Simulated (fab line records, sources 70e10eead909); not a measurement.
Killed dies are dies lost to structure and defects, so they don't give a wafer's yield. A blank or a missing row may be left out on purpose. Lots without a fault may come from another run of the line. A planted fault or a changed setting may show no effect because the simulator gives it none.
A struck lot beside a sound one | flow nand_harc | 13 steps out of a route of 1302
Sound: wafers L952.3, L952.4, L952.6. Struck: wafers L948.2, L948.3, L948.6. The cause comes at the end.
At each step with rows: each side's tool, then ch and its chambers, then its first start. Under that, the readings that differ: sound wafers | struck wafers | difference of the means | sigmas: that difference in standard deviations of wafers without a fault.
alike: readings whose means differ by less than 2 such deviations, and words and numbers that are the same on both sides. not compared: withheld readings, readings that some wafer has no value for, bounds like >300 that may hide the same value, and numbers for which the record gives no deviation and whose values overlap.
The two part at a step that has a row with sigmas, a row that says differs or no value, or rows on one side only. Numbers that don't overlap but have no deviation are shown without sigmas and don't part them. A reading that every wafer of one side lacks parts them only if that side has two wafers or more.

NHARC_A_STAIRCASE_TRIM_226: chemistry O2, time 211.2 s.
  sound on rie_diel-13 ch 1,2,3; struck on rie_diel-13 ch 0,1,2
  alike: drypump_motor_current_A, mfc_ar_sccm, oes_product_au, rf_vpp_V, showerhead_plenum_p_Torr, throttle_valve_pct
  not compared: rf_hours_counter_h
then, 1 step without rows for these wafers: NHARC_A_STAIRCASE_ETCH_227 (etches the open film in C4F8/O2, target depth 100 nm, time 40.5 s).
NHARC_A_STAIRCASE_TRIM_229: chemistry O2, time 211.2 s.
  sound on rie_diel-11 ch 0,1,2, day 23 08:45; struck on rie_diel-13 ch 0,2,3, day 22 06:02
  alike: drypump_motor_current_A, mfc_ar_sccm, oes_product_au, rf_vpp_V, showerhead_plenum_p_Torr, throttle_valve_pct
  not compared: rf_hours_counter_h
then, 2 steps without rows for these wafers: NHARC_A_STAIRCASE_ETCH_230 (etches the open film in C4F8/O2, target depth 100 nm, time 40.5 s); NHARC_A_STAIRCASE_TRIM_231 (chemistry O2, time 211.2 s).
NHARC_A_STAIRCASE_ETCH_232: etches the open film in C4F8/O2, target depth 100 nm, time 40.5 s.
  sound on rie_diel-11 ch 0,2,3; struck on rie_diel-13 ch 2,3
  alike: oes_product_au, rf_vpp_V
  not compared: rf_hours_counter_h
NHARC_A_STAIRCASE_TRIM_233: chemistry O2, time 211.2 s.
  sound on rie_diel-11 ch 0,1,2; struck on rie_diel-13 ch 0,1,3
  alike: drypump_motor_current_A, mfc_ar_sccm, oes_product_au, rf_vpp_V, showerhead_plenum_p_Torr, throttle_valve_pct
  not compared: rf_hours_counter_h
NHARC_A_STAIRCASE_ETCH_234: etches the open film in C4F8/O2, target depth 100 nm, time 40.5 s.
  sound on rie_diel-11 ch 0,2,3; struck on rie_diel-13 ch 1,2
  alike: oes_product_au, rf_vpp_V
  not compared: rf_hours_counter_h
then, 2 steps without rows for these wafers: NHARC_A_STAIRCASE_TRIM_235 (chemistry O2, time 211.2 s); NHARC_A_STAIRCASE_ETCH_236 (etches the open film in C4F8/O2, target depth 100 nm, time 40.5 s).
NHARC_A_STAIRCASE_STRIP_238: strips in O2.
  sound on plasma_asher-02 ch 0,1, day 23 10:08; struck on plasma_asher-02 ch 0,1, day 22 07:04
  no value came back on the struck wafers for drypump_motor_current_A (A), heater_power_w (W), temp_c (C); on the sound wafers drypump_motor_current_A (A) reads 5.2 5.0 5.0
  not compared: rf_hours_counter_h
then, 2 steps without rows for these wafers: NHARC_A_STAIRCASE_STRIP_239 (strips in SPM, time 900 s); NHARC_END_SORT_01.

WHERE THEY PART
Only at NHARC_A_STAIRCASE_STRIP_238, within this record.

WHY: what the simulator had put in
Skipped step whole: plasma_asher-02, from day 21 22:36 on, at NHARC_A_STAIRCASE_STRIP_238. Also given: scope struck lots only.
